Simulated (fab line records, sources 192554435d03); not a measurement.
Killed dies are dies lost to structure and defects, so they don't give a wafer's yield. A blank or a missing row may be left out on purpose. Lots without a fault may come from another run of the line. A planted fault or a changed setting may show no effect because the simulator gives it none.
fab line records | flow n5_finfet
record lots=10 wafers=30 last_day=18
route steps=1938 shown BEOL_M10@1474 PASSIVATION@1936
lots that met no fault: from a run of the same line without faults
start_h: hours from the record's first day to the start of the lot's first wafer shown | wait_h: hours since the lot's step before | " the same as in the row above | L1.1+2: a row that stands for several wafers | - no value, or no start given | * or withheld: withheld | < > ~ a bound
route shown NAME@n: a module of which the file shows steps, and the number in the route of the first | usual: mean/standard deviation of fault-free wafers | same: alike in all rows | chamber/n: place in a boat | sites: the reading at each site | _std_site: their standard deviation | _edge_site: outer sites' mean less inner sites' | radius_mm: how far each site lies from the wafer's centre | mask NAME#n: copy n | behind: the tool/chamber that last shaped the wafer | hold: why the lot was held/for how many hours/how that ended | device: the transistor (n, p or np) that didn't switch | end of line: the same wafers' tests at the end of the route | a step without rows: its recipe alone | killed: dies lost to structure and defects at the first sort, not the wafer's yield | map: a wafer's dies, x killed, . not, _ none there
set.NAME: the setting as run; set.NAME@STEP: as run at that earlier step | model.NAME: the simulator's own value behind a step, which no gauge read
steps of the route over a sample of lots; a table a step, a row a wafer
services: from which hour (start_h, from the record's first day; less than 0 if before it) a tool's chamber was out of use, for how many hours, and why
## steps
# step N5_BEOL_M10_HM_DEP_02
# recipe material=TiN target_thk_a=200 temp_c=25 chamber_pressure_pa=0.49996
# usual throttle_valve_pct=30.0/0.73
# columns lot.wafer tool chamber start_h wait_h throttle_valve_pct
L246.1 pvd_sputter-02 - 252.09 2.2 31.0
L246.2 " - " " 29.4
L246.3 " - " " 30.2
L245.3 pvd_sputter-02 - 256.05 0.1 30.7
L245.4 " - " " 30.3
L245.6 " - " " 30.8
L248.1 pvd_sputter-01 - 275.13 0.7 29.8
L248.3 " - " " 30.5
L248.4 " - " " 30.1
L250.1 pvd_sputter-01 - 288.60 2.3 30.5
L250.4 " - " " 29.8
L250.5 " - " " 30.6
L249.1 pvd_sputter-03 - 292.67 0.1 30.0
L249.4 " - " " 28.9
L249.5 " - " " 29.0
L252.2 pvd_sputter-03 - 310.08 0.8 31.2
L252.5 " - " " 28.8
L252.6 " - " " 30.0
L253.1 pvd_sputter-02 - 322.04 0.7 31.2
L253.3 " - " " 30.1
L253.6 " - " " 29.9
L255.1 pvd_sputter-02 - 323.72 1.1 29.3
L255.2 " - " " 29.5
L255.3 " - " " 30.7
L256.1 pvd_sputter-01 - 324.90 0.4 30.4
L256.4 " - " " 29.7
L256.5 " - " " 30.6
L266.2 pvd_sputter-01 - 370.52 1.4 29.9
L266.4 " - " " 30.0
L266.6 " - " " 29.9
# step N5_BEOL_M10_CD_MEAS_11
# recipe target_cd_nm=64.1 landing_energy_ev=500 detector=se_inlens polarity=opening
# usual cd_nm=64.3/0.83
# columns lot.wafer tool chamber start_h wait_h cd_nm
L246.1 cd_sem-03 0 252.58 - 65.1
L246.2 " 0 " " 64.1
L246.3 " 0 " " 65.2
L245.3 cd_sem-01 0 256.54 - 64.4
L245.4 " 0 " " 63.8
L245.6 " 0 " " 63.9
L248.1 cd_sem-03 0 275.63 - 63.2
L248.3 " 0 " " 64.5
L248.4 " 0 " " 63.8
L250.1 cd_sem-03 0 289.11 - 64.4
L250.4 " 0 " " 65.3
L250.5 " 0 " " 65.4
L249.1 cd_sem-02 0 293.17 - 62.5
L249.4 " 0 " " 63.0
L249.5 " 0 " " 64.8
L252.2 cd_sem-01 0 310.58 - 63.2
L252.5 " 0 " " 64.5
L252.6 " 0 " " 63.2
L253.1 cd_sem-01 0 322.53 - 63.7
L253.3 " 0 " " 64.5
L253.6 " 0 " " 64.5
L255.1 cd_sem-03 0 324.21 - 65.1
L255.2 " 0 " " 64.3
L255.3 " 0 " " 64.4
L256.1 cd_sem-02 0 325.27 - 63.4
L256.4 " 0 " " 62.9
L256.5 " 0 " " 63.1
L266.2 cd_sem-03 0 370.89 - 64.1
L266.4 " 0 " " 64.3
L266.6 " 0 " " 64.1
# step N5_BEOL_M10_INSPECT_13
# recipe mode=adi inspect_instrument=brightfield
# usual raw_defect_count=415/86
# columns lot.wafer tool chamber start_h wait_h raw_defect_count
L246.1 defect_inspect-02 - 252.64 0.0 426
L246.2 " - " " 376
L246.3 " - " " 396
L245.3 defect_inspect-01 - 256.60 0.0 388
L245.4 " - " " 331
L245.6 " - " " 366
L248.1 defect_inspect-02 - 275.68 0.0 388
L248.3 " - " " 331
L248.4 " - " " 443
L250.1 defect_inspect-02 - 289.16 0.0 554
L250.4 " - " " 385
L250.5 " - " " 368
L249.1 defect_inspect-02 - 293.22 0.0 391
L249.4 " - " " 367
L249.5 " - " " 399
L252.2 defect_inspect-02 - 310.63 0.0 434
L252.5 " - " " 486
L252.6 " - " " 338
L253.1 defect_inspect-02 - 322.59 0.0 706
L253.3 " - " " 403
L253.6 " - " " 655
L255.1 defect_inspect-02 - 324.27 0.0 335
L255.2 " - " " 381
L255.3 " - " " 1149
L256.1 defect_inspect-02 - 325.33 0.0 279
L256.4 " - " " 357
L256.5 " - " " 369
L266.2 defect_inspect-02 - 370.94 0.0 326
L266.4 " - " " 484
L266.6 " - " " 362
# step N5_BEOL_M10_DESCUM_16
# recipe chemistry=O2 time_s=7.9 source_power_w=50 bias_power_w=20 pressure_mtorr=20 rf_frequency_hz=2.712e+07 temp_c=40 resist=CAR-ArF o2_flow_sccm=225
# usual drypump_motor_current_A=5.8/0.41 o2_flow_sccm=224.9/0.73 oes_product_au=0.79/0.077 rf_fwd_power_W=49.42/0.18 rf_vpp_V=243.4/1.3 showerhead_plenum_p_Torr=2.12/0.074 throttle_valve_pct=20.50/0.2
# columns lot.wafer tool chamber start_h wait_h drypump_motor_current_A o2_flow_sccm oes_product_au rf_fwd_power_W rf_hours_counter_h rf_vpp_V showerhead_plenum_p_Torr throttle_valve_pct
L246.1 rie_diel-02 2 252.93 0.3 5.5 224.3 0.78 49.81 121 244.3 2.18 20.40
L246.2 " 0 " " 6.3 225.4 0.86 49.68 67 244.1 2.23 20.50
L246.3 " 1 " " 5.4 225.4 0.83 49.36 71 244.1 2.14 20.29
L245.3 rie_diel-02 1 256.76 0.2 5.4 225.8 0.83 49.47 72 243.3 2.14 20.30
L245.4 " 0 " " 6.3 225.9 0.86 49.57 68 245.3 2.23 20.51
L245.6 " 1 " " 5.4 227.2 0.83 49.57 - 243.7 2.14 20.30
L248.1 rie_diel-02 1 275.72 0.0 5.3 225.5 0.81 49.72 80 244.4 2.14 20.31
L248.3 " 3 " " 5.7 224.9 0.67 49.52 235 241.1 1.98 20.83
L248.4 " 2 " " 5.5 225.2 0.78 49.30 129 245.8 2.18 20.40
L250.1 rie_diel-05 3 289.20 0.0 5.4 223.4 0.69 49.62 243 243.4 2.17 20.81
L250.4 " 2 " " 6.6 225.0 0.82 49.36 83 241.3 2.05 20.73
L250.5 " 1 " " 5.9 224.6 0.79 49.29 - 241.8 2.00 20.31
L249.1 rie_diel-03 2 293.26 0.0 5.2 224.6 0.84 49.43 60 243.0 2.11 20.04
L249.4 " 0 " " 5.5 225.0 0.69 49.70 219 243.1 2.08 20.76
L249.5 " 2 " " 5.2 224.8 0.85 49.36 - 243.4 2.11 20.03
L252.2 rie_diel-05 1 311.16 0.5 5.9 225.4 0.80 49.39 99 242.5 2.00 20.31
L252.5 " 3 " " 5.4 223.9 0.69 49.52 - 242.0 2.16 20.81
L252.6 " 2 " " 6.6 226.1 0.80 49.33 - 243.0 2.05 20.74
L253.1 rie_diel-02 2 322.62 0.0 5.5 225.4 0.76 49.27 146 244.7 2.17 20.44
L253.3 " 0 " " 6.2 225.1 0.82 49.39 93 244.5 2.22 20.54
L253.6 " 0 " " 6.2 225.8 0.82 49.49 - 243.8 2.22 20.55
L255.1 rie_diel-05 1 324.30 0.0 5.9 225.0 0.79 49.50 103 242.6 2.00 20.30
L255.2 " 0 " " 5.7 223.1 0.68 49.55 252 244.3 2.14 20.47
L255.3 " 2 " " 6.6 225.0 0.79 49.40 96 241.9 2.04 20.75
L256.1 rie_diel-05 1 325.52 0.2 5.9 224.7 0.79 49.47 104 242.2 2.00 20.32
L256.4 " 2 " " 6.6 225.4 0.81 49.34 - 242.0 2.04 20.74
L256.5 " 1 " " 5.9 224.8 0.79 49.36 - 241.0 2.00 20.31
L266.2 rie_diel-02 3 371.01 0.1 5.6 224.8 0.93 49.53 12 245.0 2.24 20.49
L266.4 " 2 " " 5.5 225.1 0.74 49.10 164 243.2 2.17 20.46
L266.6 " 1 " " 5.4 224.8 0.78 49.71 - 243.0 2.12 20.35
# step N5_BEOL_M10_HM_OPEN_17
# recipe chemistry=Cl2/BCl3 target_depth_a=200 overetch_a=60 target=TiN mask_material=SOC ion_energy_ev=150 pressure_mtorr=10 icp_w=1000 bias_w=126 Cl2_flow_sccm=53.25 bcl3_flow_sccm=21.75 Ar_flow_sccm=25
# usual drypump_motor_current_A=5.6/0.43 oes_product_au=0.65/0.093 rf_fwd_power_W=992/3.1 throttle_valve_pct=21.99/0.23
# columns lot.wafer tool chamber start_h wait_h drypump_motor_current_A oes_product_au rf_fwd_power_W rf_hours_counter_h throttle_valve_pct
L246.1 rie_metal-02 0 253.20 0.0 5.1 0.57 986 80 22.37
L246.2 " 1 " " 5.3 0.76 995 14 21.99
L246.3 " 1 " " 5.3 0.75 989 - 22.00
L245.3 rie_metal-02 1 257.07 0.1 5.3 0.75 992 - 22.02
L245.4 " 0 " " 5.1 0.57 987 - 22.34
L245.6 " 0 " " 5.1 0.57 988 - 22.34
L248.1 rie_metal-01 1 275.99 0.0 6.1 0.59 995 80 21.72
L248.3 " 1 " " 6.1 0.58 997 - 21.72
L248.4 " 0 " " 5.9 0.57 995 - 21.78
L250.1 rie_metal-01 1 289.47 0.0 6.1 0.57 994 81 21.71
L250.4 " 1 " " 6.1 0.58 994 - 21.70
L250.5 " 0 " " 5.9 0.57 988 - 21.79
L249.1 rie_metal-03 1 293.53 0.0 6.2 0.73 992 18 21.84
L249.4 " 1 " " 6.2 0.74 992 - 21.84
L249.5 " 0 " " 5.4 0.54 993 - 22.11
L252.2 rie_metal-01 0 311.43 0.0 5.9 0.56 996 106 21.78
L252.5 " 1 " " 6.1 0.58 987 - 21.71
L252.6 " 0 " " 5.9 0.56 994 - 21.80
L253.1 rie_metal-02 1 322.89 0.0 5.3 0.73 999 21 22.04
L253.3 " 0 " " 5.1 0.56 991 - 22.35
L253.6 " 0 " " 5.1 0.56 991 - 22.38
L255.1 rie_metal-02 1 324.57 0.0 5.3 0.75 988 21 22.00
L255.2 " 0 " " 5.1 0.57 988 87 22.36
L255.3 " 0 " " 5.1 0.56 987 - 22.33
L256.1 rie_metal-03 0 325.80 0.0 5.4 0.55 993 108 22.11
L256.4 " 1 " " 6.1 0.74 993 - 21.81
L256.5 " 0 " " 5.4 0.55 991 - 22.07
L266.2 rie_metal-03 1 371.28 0.0 6.2 0.70 991 28 21.85
L266.4 " 0 " " 5.4 0.80 991 - 22.21
L266.6 " 0 " " 5.4 0.80 1000 - 22.20
# step N5_BEOL_M10_INSPECT_30
# recipe mode=adi inspect_instrument=brightfield
# usual raw_defect_count=415/85
# columns lot.wafer tool chamber start_h wait_h raw_defect_count
L246.1 defect_inspect-02 - 254.00 0.0 427
L246.2 " - " " 359
L246.3 " - " " 347
L245.3 defect_inspect-02 - 257.84 0.0 400
L245.4 " - " " 331
L245.6 " - " " 326
L248.1 defect_inspect-02 - 277.59 0.0 394
L248.3 " - " " 328
L248.4 " - " " 450
L250.1 defect_inspect-02 - 291.51 0.0 544
L250.4 " - " " 358
L250.5 " - " " 369
L249.1 defect_inspect-02 - 294.32 0.0 395
L249.4 " - " " 372
L249.5 " - " " 395
L252.2 defect_inspect-02 - 312.32 0.0 426
L252.5 " - " " 432
L252.6 " - " " 327
L253.1 defect_inspect-02 - 323.43 0.0 691
L253.3 " - " " 413
L253.6 " - " " 680
L255.1 defect_inspect-02 - 326.23 0.0 345
L255.2 " - " " 394
L255.3 " - " " 1173
L256.1 defect_inspect-02 - 326.45 0.0 314
L256.4 " - " " 378
L256.5 " - " " 364
L266.2 defect_inspect-01 - 374.21 0.0 323
L266.4 " - " " 527
L266.6 " - " " 379
# step N5_PASSIVATION_PROBE_49
# usual defect_limited_yield=91.0/1.4 killed_at_M0_to_M3=34/10 killed_at_M4_up=15/5.5 killed_at_contacts=12/6.1 killed_at_front_end=41/12 killed_at_other=4/3.4 killed_dies=106/17 killed_on_rim=14/4 killed_open=70/13 killed_short=34/7.4 sort_bin_4_leakage=0.01/0.065 sort_bin_5_function=5.3/1 sort_bin_6_memory=3.4/0.69 sort_bin_8_speed=0.03/0.22 sort_n_pass=1073/17 sort_yield_pct=91.0/1.4
# same gross_dies=1180 killed_at_back_side=0
# columns lot.wafer tool chamber start_h wait_h defect_limited_yield[%] killed_at_M0_to_M3 killed_at_M4_up killed_at_contacts killed_at_front_end killed_at_other killed_dies killed_on_rim killed_open killed_short sort_bin_4_leakage[%] sort_bin_5_function[%] sort_bin_6_memory[%] sort_bin_8_speed[%] sort_n_pass sort_yield_pct[%]
L256.1 prober-02 - 384.51 0.0 93.1 37 9 4 31 1 82 6 49 33 0 3.3 3.5 0 1098 93.1
L256.4 prober-02 - 384.66 0.2 92.3 34 7 2 48 0 91 18 62 25 0 4.4 3.2 0 1089 92.3
L256.5 prober-02 - 384.71 0.2 90.1 56 12 2 45 2 117 17 76 34 0 5.6 4.1 0 1063 90.1
L255.1 prober-01 - 390.56 0.0 92.1 25 13 14 39 2 93 8 52 39 0 4.7 2.8 0 1087 92.1
L255.2 prober-01 - 390.61 0.1 90.5 29 25 18 34 6 112 16 69 42 0 6.6 2.5 0 1068 90.5
L255.3 prober-01 - 390.66 0.1 83.1 31 120 14 34 0 199 28 58 31 0 10.5 4.0 0 981 83.1
# killed by level:class
L256.1 BEOL_M0_SAQP:geometric_particle:short=9 BEOL_M3:geometric_particle:open=9 STI_FIN_REVEAL:geometric_particle:open=6 BEOL_M0_SAQP:geometric_particle:open=5 GATE_CUT:geometric_particle:short=4 BEOL_M0:geometric_particle:open=4 FIN_SAQP:geometric_particle:short=3 FIN_SAQP:geometric_particle:open=3
L256.4 STI_FIN_REVEAL:geometric_particle:open=14 BEOL_M2:geometric_particle:open=9 FIN_SAQP:geometric_particle:open=7 DUMMY_GATE:geometric_particle:open=6 BEOL_M0_SAQP:geometric_particle:short=6 BEOL_M0_SAQP:geometric_particle:open=5 BEOL_M3:geometric_particle:open=5 DUMMY_GATE:geometric_particle:short=4
L256.5 BEOL_M0_SAQP:geometric_particle:open=14 BEOL_M0_SAQP:geometric_particle:short=12 FIN_SAQP:geometric_particle:open=11 STI_FIN_REVEAL:geometric_particle:open=10 BEOL_M2:geometric_particle:open=8 BEOL_M3:geometric_particle:open=7 STI_FIN_REVEAL:geometric_particle:short=5 DUMMY_GATE:geometric_particle:open=5
L255.1 FIN_SAQP:geometric_particle:short=13 MOL_CONTACT_COAG:geometric_particle:open=11 BEOL_M0_SAQP:geometric_particle:short=7 BEOL_M3:geometric_particle:open=7 BEOL_M4:geometric_particle:open=7 FIN_SAQP:geometric_particle:open=5 STI_FIN_REVEAL:geometric_particle:open=5 BEOL_M0_SAQP:geometric_particle:open=5
L255.2 MOL_CONTACT_COAG:geometric_particle:open=12 BEOL_M4:geometric_particle:open=11 BEOL_M3:geometric_particle:open=10 FIN_SAQP:geometric_particle:open=7 FIN_SAQP:geometric_particle:short=6 MOL_CONTACT_COAG:geometric_particle:short=6 GATE_CUT:geometric_particle:short=5 BEOL_M2:geometric_particle:open=5
L255.3 BEOL_M10:unspecified=109 FIN_SAQP:geometric_particle:open=11 MOL_CONTACT_COAG:geometric_particle:open=10 FIN_SAQP:geometric_particle:short=8 BEOL_M2:geometric_particle:short=8 BEOL_M1:geometric_particle:open=7 MOL_CONTACT_COAG:geometric_particle:short=4 BEOL_M0_SAQP:geometric_particle:short=4
## services
# columns tool chamber start_h hours kind
rie_diel-03 - 232.52 14.6 pm
rie_diel-02 1 243.33 2.4 repair
rie_diel-03 - 251.20 0.3 repair
rie_metal-02 - 272.34 0.1 repair
rie_metal-03 - 273.15 2.8 pm
rie_diel-05 3 293.58 5.8 repair
rie_diel-03 - 299.69 0.3 repair
rie_diel-05 3 316.44 - clean
rie_diel-05 3 316.44 - consumable_replace:focus_ring
rie_diel-05 3 316.44 19.1 scheduled_down
rie_diel-05 3 316.44 19.1 vent_cycle
rie_diel-02 3 318.66 - clean
rie_diel-02 3 318.66 - consumable_replace:focus_ring
rie_diel-02 3 318.66 - consumable_replace:showerhead
rie_diel-02 3 318.66 21.9 scheduled_down
rie_diel-02 3 318.66 21.9 vent_cycle
rie_metal-03 0 330.52 - clean
rie_diel-05 0 335.62 - clean
rie_diel-05 0 335.62 - consumable_replace:focus_ring
rie_diel-05 0 335.62 25.1 scheduled_down
rie_diel-05 0 335.62 25.1 vent_cycle
rie_diel-02 2 340.01 10.3 repair
rie_metal-03 - 353.49 6.1 repair
rie_diel-05 3 359.97 5.1 repair
## key
first_sign step=N5_BEOL_M10_INSPECT_13 reading=raw_defect_count direction=up sigmas=8.6 usual=415 struck=1149
effect step=N5_BEOL_M10_INSPECT_30 reading=raw_defect_count direction=up sigmas=8.9 usual=415 struck=1173
effect step=N5_PASSIVATION_PROBE_49 reading=killed_at_M4_up direction=up sigmas=19 usual=15 struck=120
more_kills_born_at N5_BEOL_M10_HM_DEP_02@pvd_sputter-02=109
met_at N5_BEOL_M10_HM_DEP_02
struck_lots L255
struck_wafers L255.3
not_acting_at N5_BEOL_M10_CD_MEAS_11,N5_BEOL_M10_DESCUM_16,N5_BEOL_M10_HM_OPEN_17
onset_between 322.04 323.72
fault kind=chamber_particle_source tool=pvd_sputter-02 chamber=- onset_h=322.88 steps=N5_BEOL_M10_HM_DEP_02 rate_per_visit_cm2=1.2741 end_h=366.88 scope=struck_wafers_only
